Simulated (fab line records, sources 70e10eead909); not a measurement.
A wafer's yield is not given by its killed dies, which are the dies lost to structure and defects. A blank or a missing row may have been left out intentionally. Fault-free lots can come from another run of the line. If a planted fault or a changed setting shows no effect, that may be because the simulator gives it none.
A sampling plan put to the test :: flow nand_harc :: 22 faults told of in these records, all on one fab line, each judged by the records of the lots it struck
Plan = the line's own looks (route steps where a gauge or an inspection reads the wafer without altering it). Where struck wafers have a number at a look and the file lists that look's usual mean and standard deviation on fault-free wafers, the look can be judged. Caught: 4 or more of those standard deviations (sigma) separate the usual mean from the mean of the struck wafers at a look after the fault's first step. On the tool: the identical test, applied to the tool's own readings at the steps of the fault. It also counts as caught if the struck wafers ran another recipe or if their record alone is blank.

== THE FAULTS, as the simulator had put them in ==
1. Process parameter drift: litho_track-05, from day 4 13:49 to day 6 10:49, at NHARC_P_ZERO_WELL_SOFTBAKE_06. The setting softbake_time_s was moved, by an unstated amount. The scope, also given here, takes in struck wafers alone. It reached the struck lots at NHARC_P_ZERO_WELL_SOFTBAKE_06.
2. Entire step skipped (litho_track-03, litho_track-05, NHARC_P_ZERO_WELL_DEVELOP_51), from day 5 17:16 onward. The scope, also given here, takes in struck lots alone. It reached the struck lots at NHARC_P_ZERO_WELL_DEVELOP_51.
3. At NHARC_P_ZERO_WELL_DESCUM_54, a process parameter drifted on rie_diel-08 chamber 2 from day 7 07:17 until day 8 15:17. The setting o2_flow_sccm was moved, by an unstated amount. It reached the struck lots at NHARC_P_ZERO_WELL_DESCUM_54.
4. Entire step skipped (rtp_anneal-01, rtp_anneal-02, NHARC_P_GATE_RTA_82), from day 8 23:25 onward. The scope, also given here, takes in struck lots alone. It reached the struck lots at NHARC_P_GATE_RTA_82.
5. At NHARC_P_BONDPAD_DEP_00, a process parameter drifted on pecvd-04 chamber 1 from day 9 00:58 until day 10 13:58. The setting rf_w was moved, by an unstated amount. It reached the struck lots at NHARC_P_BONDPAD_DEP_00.
6. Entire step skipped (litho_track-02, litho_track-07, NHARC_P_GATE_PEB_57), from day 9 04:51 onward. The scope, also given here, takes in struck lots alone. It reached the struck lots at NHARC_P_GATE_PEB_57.
7. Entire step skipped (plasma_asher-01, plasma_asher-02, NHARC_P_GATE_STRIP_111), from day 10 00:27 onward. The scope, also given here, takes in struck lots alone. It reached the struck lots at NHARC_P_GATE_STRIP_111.
8. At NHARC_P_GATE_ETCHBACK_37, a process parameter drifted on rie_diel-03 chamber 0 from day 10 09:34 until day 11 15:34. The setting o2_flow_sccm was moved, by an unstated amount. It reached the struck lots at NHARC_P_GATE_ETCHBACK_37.
9. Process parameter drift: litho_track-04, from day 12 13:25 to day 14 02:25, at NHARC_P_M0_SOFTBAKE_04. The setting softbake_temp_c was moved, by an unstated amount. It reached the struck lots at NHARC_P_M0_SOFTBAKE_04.
10. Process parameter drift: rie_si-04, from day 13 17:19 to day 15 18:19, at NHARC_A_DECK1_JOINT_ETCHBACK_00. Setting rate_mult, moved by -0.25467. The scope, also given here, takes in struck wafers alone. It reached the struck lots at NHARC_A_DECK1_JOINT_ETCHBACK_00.
11. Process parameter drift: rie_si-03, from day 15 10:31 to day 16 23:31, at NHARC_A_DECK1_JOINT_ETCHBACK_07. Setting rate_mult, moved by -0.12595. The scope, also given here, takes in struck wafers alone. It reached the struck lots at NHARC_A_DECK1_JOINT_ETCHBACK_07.
12. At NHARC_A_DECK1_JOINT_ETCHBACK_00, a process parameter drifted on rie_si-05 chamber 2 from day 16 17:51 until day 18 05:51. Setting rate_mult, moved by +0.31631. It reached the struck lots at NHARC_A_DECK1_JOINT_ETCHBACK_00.
13. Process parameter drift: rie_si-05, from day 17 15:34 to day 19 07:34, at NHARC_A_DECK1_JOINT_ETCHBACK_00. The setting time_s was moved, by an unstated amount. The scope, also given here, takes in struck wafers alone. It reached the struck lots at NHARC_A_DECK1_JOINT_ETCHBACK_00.
14. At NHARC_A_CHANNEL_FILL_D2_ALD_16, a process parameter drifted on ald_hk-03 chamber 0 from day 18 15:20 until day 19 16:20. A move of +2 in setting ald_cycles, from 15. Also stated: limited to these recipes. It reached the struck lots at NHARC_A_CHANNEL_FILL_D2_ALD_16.
15. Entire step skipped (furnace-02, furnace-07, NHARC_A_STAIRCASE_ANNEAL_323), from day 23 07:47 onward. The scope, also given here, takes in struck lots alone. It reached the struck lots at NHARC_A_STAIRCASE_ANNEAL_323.
16. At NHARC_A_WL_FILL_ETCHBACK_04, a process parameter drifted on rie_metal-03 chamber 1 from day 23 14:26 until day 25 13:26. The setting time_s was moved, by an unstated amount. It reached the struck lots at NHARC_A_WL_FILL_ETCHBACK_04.
17. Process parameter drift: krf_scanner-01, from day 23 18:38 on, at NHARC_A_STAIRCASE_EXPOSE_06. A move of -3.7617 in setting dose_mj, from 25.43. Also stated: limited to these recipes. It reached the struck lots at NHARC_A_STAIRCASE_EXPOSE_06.
18. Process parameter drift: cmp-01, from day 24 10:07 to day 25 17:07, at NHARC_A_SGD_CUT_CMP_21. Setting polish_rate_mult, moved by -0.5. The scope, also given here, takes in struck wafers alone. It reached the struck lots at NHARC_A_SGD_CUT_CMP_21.
19. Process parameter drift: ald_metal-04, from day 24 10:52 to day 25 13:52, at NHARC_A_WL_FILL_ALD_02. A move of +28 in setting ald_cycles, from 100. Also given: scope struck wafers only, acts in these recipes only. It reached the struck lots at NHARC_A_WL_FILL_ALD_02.
20. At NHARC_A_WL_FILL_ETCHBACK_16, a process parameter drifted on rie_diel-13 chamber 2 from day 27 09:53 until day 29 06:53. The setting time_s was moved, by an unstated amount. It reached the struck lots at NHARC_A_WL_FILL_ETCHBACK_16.
21. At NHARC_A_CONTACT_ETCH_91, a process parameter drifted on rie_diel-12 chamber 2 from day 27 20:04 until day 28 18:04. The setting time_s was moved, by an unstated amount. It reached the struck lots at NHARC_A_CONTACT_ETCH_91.
22. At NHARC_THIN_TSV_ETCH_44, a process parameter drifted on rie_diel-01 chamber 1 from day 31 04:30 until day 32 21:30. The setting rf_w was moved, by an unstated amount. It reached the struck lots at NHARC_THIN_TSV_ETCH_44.

== WHAT THE PLAN SAW ==
fault: 1
on the tool itself: heater_power_total_W +18 sigma
first look that catches it: not the one look that can be judged after it
reading, sigma: -
median hours from its first step to that look: -
hours from the fault's start to the first struck lot there: -
judged looks passed uncaught: 1

fault: 2
on the tool itself: the tool's record is blank for the struck wafers
first look that catches it: no look after it can be judged
reading, sigma: -
median hours from its first step to that look: -
hours from the fault's start to the first struck lot there: -
judged looks passed uncaught: 0

fault: 3
on the tool itself: throttle_valve_pct +96 sigma
first look that catches it: no look after it can be judged
reading, sigma: -
median hours from its first step to that look: -
hours from the fault's start to the first struck lot there: -
judged looks passed uncaught: 0

fault: 4
on the tool itself: the tool's record is blank for the struck wafers
first look that catches it: no look after it can be judged
reading, sigma: -
median hours from its first step to that look: -
hours from the fault's start to the first struck lot there: -
judged looks passed uncaught: 0

fault: 5
on the tool itself: rf_fwd_power_W -99 or beyond sigma
first look that catches it: not the one look that can be judged after it
reading, sigma: -
median hours from its first step to that look: -
hours from the fault's start to the first struck lot there: -
judged looks passed uncaught: 1

fault: 6
on the tool itself: the tool's record is blank for the struck wafers
first look that catches it: no look after it can be judged
reading, sigma: -
median hours from its first step to that look: -
hours from the fault's start to the first struck lot there: -
judged looks passed uncaught: 0

fault: 7
on the tool itself: the tool's record is blank for the struck wafers
first look that catches it: no look after it can be judged
reading, sigma: -
median hours from its first step to that look: -
hours from the fault's start to the first struck lot there: -
judged looks passed uncaught: 0

fault: 8
on the tool itself: o2_flow_sccm -99 or beyond sigma
first look that catches it: not the one look that can be judged after it
reading, sigma: -
median hours from its first step to that look: -
hours from the fault's start to the first struck lot there: -
judged looks passed uncaught: 1

fault: 9
on the tool itself: heater_power_total_W -31 sigma
first look that catches it: none of the 2 looks that can be judged after it
reading, sigma: -
median hours from its first step to that look: -
hours from the fault's start to the first struck lot there: -
judged looks passed uncaught: 2

fault: 10
on the tool itself: oes_product_au -14 sigma
first look that catches it: not the one look that can be judged after it
reading, sigma: -
median hours from its first step to that look: -
hours from the fault's start to the first struck lot there: -
judged looks passed uncaught: 1

fault: 11
on the tool itself: oes_product_au -7.2 sigma
first look that catches it: no look after it can be judged
reading, sigma: -
median hours from its first step to that look: -
hours from the fault's start to the first struck lot there: -
judged looks passed uncaught: 0

fault: 12
on the tool itself: oes_product_au +19 sigma
first look that catches it: no look after it can be judged
reading, sigma: -
median hours from its first step to that look: -
hours from the fault's start to the first struck lot there: -
judged looks passed uncaught: 0

fault: 13
on the tool itself: run_length_s -12 sigma
first look that catches it: not the one look that can be judged after it
reading, sigma: -
median hours from its first step to that look: -
hours from the fault's start to the first struck lot there: -
judged looks passed uncaught: 1

fault: 14
on the tool itself: under 2 sigma
first look that catches it: not the one look that can be judged after it
reading, sigma: -
median hours from its first step to that look: -
hours from the fault's start to the first struck lot there: -
judged looks passed uncaught: 1

fault: 15
on the tool itself: the tool's record is blank for the struck wafers
first look that catches it: no look after it can be judged
reading, sigma: -
median hours from its first step to that look: -
hours from the fault's start to the first struck lot there: -
judged looks passed uncaught: 0

fault: 16
on the tool itself: run_length_s -49 sigma
first look that catches it: no look after it can be judged
reading, sigma: -
median hours from its first step to that look: -
hours from the fault's start to the first struck lot there: -
judged looks passed uncaught: 0

fault: 17
on the tool itself: exposure_dose_mJ_cm2 -99 or beyond sigma
first look that catches it: no look after it can be judged
reading, sigma: -
median hours from its first step to that look: -
hours from the fault's start to the first struck lot there: -
judged looks passed uncaught: 0

fault: 18
on the tool itself: time_to_endpoint_s +14 sigma
first look that catches it: no look after it can be judged
reading, sigma: -
median hours from its first step to that look: -
hours from the fault's start to the first struck lot there: -
judged looks passed uncaught: 0

fault: 19
on the tool itself: under 2 sigma
first look that catches it: no look after it can be judged
reading, sigma: -
median hours from its first step to that look: -
hours from the fault's start to the first struck lot there: -
judged looks passed uncaught: 0

fault: 20
on the tool itself: run_length_s -25 sigma
first look that catches it: not the one look that can be judged after it
reading, sigma: -
median hours from its first step to that look: -
hours from the fault's start to the first struck lot there: -
judged looks passed uncaught: 1

fault: 21
on the tool itself: run_length_s -63 sigma
first look that catches it: no look after it can be judged
reading, sigma: -
median hours from its first step to that look: -
hours from the fault's start to the first struck lot there: -
judged looks passed uncaught: 0

fault: 22
on the tool itself: rf_fwd_power_W +41 sigma
first look that catches it: not the one look that can be judged after it
reading, sigma: -
median hours from its first step to that look: -
hours from the fault's start to the first struck lot there: -
judged looks passed uncaught: 1
A dash: the fault is not caught, or the number is missing from these records.

Caught at a look: 0 of 22. Caught on the tool: 20 of 22. By one or the other: 20 of 22.
On the tool alone, faults 1, 2, 3, 4, 5, 6, 7, 8, 9, 10, 11, 12, 13, 15, 16, 17, 18, 20, 21, 22 were caught.
Caught by neither: faults 14, 19.
